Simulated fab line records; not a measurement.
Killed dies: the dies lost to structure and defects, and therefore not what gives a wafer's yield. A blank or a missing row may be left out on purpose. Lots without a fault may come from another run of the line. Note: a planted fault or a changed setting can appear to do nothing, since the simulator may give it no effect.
Chamber matching | flow n5Finfet | 3 sister chambers for N5_BEOL_M6_DEP_56 on pecvd-01
The step deposits SiCN from 3MS/NH3, target thk 10 nm, time 17.5 s. 6 wafers are shown with their chamber, then 9 later ones without.

WAFERS WITH THEIR CHAMBER
wafer  | chamber | throttleValvePct (%) | showerheadPlenumPTorr (Torr)
L079.4 | 2       | 8.9                  | 3.669
L080.2 | 0       | 9.5                  | 3.659
L080.6 | 1       | 8.9                  | 3.661
L085.1 | 0       | 9.5                  | 3.654
L085.2 | 2       | 8.7                  | 3.667
L085.3 | 1       | 8.8                  | 3.660

WAFERS WHOSE CHAMBER IS MISSING
wafer  | throttleValvePct (%) | showerheadPlenumPTorr (Torr)
L091.2 | 9.1                  | 3.656
L091.3 | 9.7                  | 3.654
L091.6 | 9.1                  | 3.667
L092.1 | 9.4                  | 3.652
L092.2 | 8.9                  | 3.663
L092.5 | 9.9                  | 3.647
L094.1 | 10.0                 | 3.655
L094.2 | 8.8                  | 3.673
L094.4 | 9.6                  | 3.671

EACH ONE'S CHAMBER
wafer  | from the rows above     | in truth
L091.2 | can't be placed: 1 or 0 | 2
L091.3 | 0                       | 0
L091.6 | can't be placed: 2 or 1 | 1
L092.1 | 0                       | 0
L092.2 | can't be placed: 1 or 2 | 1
L092.5 | 0                       | 0
L094.1 | 0                       | 0
L094.2 | 2                       | 2
L094.4 | 0                       | 0
Placed correctly: 6 of 9. From these rows, 3 cannot be placed; in 2 the true chamber is one of the candidates. Placed wrongly: 0.
How it was worked out, from the rows above alone: a wafer's distance from a chamber is the root of the sum, over the readings, of the square of ((its reading less the chamber's mean) divided by the reading's scatter). If the next closest chamber is less than 2 further off than the closest, the wafer can't be placed; otherwise it belongs to the closest. Each chamber's mean is taken over the wafers shown for it. How the scatter is found: for the shown wafers, subtract from each reading the mean of its chamber, square and add these, divide the total by (wafers less chambers), then take the root.
